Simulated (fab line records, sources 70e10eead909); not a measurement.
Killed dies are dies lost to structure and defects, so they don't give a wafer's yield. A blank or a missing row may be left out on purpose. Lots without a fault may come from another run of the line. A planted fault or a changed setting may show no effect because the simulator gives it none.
Problem report in the 8D (eight disciplines) form, filled by code | flow nand_harc | the parts of the form that need people (team, actions taken, sign-off) are left out

1. THE PROBLEM
thk_nm at NHARC_A_ONON_D1_THK_MEAS_14 reads a mean of 1537 nm on 1 wafer of 1 lot; wafers without a fault read 1000 nm with a standard deviation of 9. That is +60 standard deviations from the usual mean.
The step: measures by ellipsometry.
First seen on wafer L324.3, day 13 01:08, on film_metro-02. The record holds 39 wafers of 13 lots with a number at this step. Rule for "out", or "out of limits": more than 4 standard deviations from the usual mean. The other wafers with a number count as sound.

2. WHAT IT IS AND WHAT IT IS NOT
question                    | is                | is not
which readings at this step | thk_nm            | -
which lots                  | L324              | L312, L313, L314, L315, L316, L317, L318, L319, L330, L333, L334, L335
which wafers of those lots  | L324.3            | L324.5, L324.6
read on which gauges        | film_metro-02     | film_metro-01
when                        | from day 13 01:08 | up to then (26 sound wafers); but 12 sound wafers of L330, L333, L334, L335 came after

3. SUSPECTS, AND WHAT RULES EACH OUT
Counting: a tool at a process step up to the reading stays a suspect if it ran every lot that is out. Sound lots after the first of them don't rule it out here, since some wafers of a struck lot are sound.
- the gauge at NHARC_A_ONON_D1_THK_MEAS_14: ruled out. All the wafers that are out were read on film_metro-02, but those of them that NHARC_END_SORT_01 has rows for are out there too, on other tools.
- pecvd_onon-02 at NHARC_A_ONON_D1_DEP_12 (target thk 1000 nm): kept. It ran the lot that is out, L324 (day 13 00:44); its last sound lot up to then is L318 (day 10 14:05).
Left after counting: pecvd_onon-02 at NHARC_A_ONON_D1_DEP_12.

4. THE CAUSE (what the simulator had put in)
Process parameter drift: pecvd_onon-02, from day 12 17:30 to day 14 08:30, at NHARC_A_ONON_D1_DEP_12. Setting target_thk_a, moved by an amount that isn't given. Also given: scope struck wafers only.
Counting left only this tool.

5. THE CHAIN OF EFFECTS, in route order
Each row: a reading whose mean over the struck wafers that have a number lies more than 3 standard deviations from the usual. Only readings for which the record gives a usual standard deviation are gone through. hours: the time from each lot's start at the first step in this table that gives one to its start at this step, as a median over the lots. sigmas: the change in usual standard deviations.
hours | step                        | reading         | usual   | on struck wafers | change | sigmas
0     | NHARC_A_ONON_D1_THK_MEAS_14 | thk_nm          | 1000 nm | 1537             | +537   | +60
395   | NHARC_END_SORT_01           | killed_at_array | 55      | 673              | +618   | +36
395   | NHARC_END_SORT_01           | killed_dies     | 59      | 677              | +618   | +36

6. WHAT WOULD HAVE CAUGHT IT SOONER
In this record the first reading out of limits at a measuring or inspecting step was taken at day 13 01:08, 8 hours after the fault began at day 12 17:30.
Of the tool readings at NHARC_A_ONON_D1_DEP_12 for which the record gives a usual standard deviation, none was out on any struck wafer, so an alarm limit of 4 standard deviations on them would not have fired.
All the lots that are out (1) had begun NHARC_A_ONON_D1_DEP_12 on pecvd_onon-02 by day 13 01:08. A hold on the tool at that time would have spared none of them.
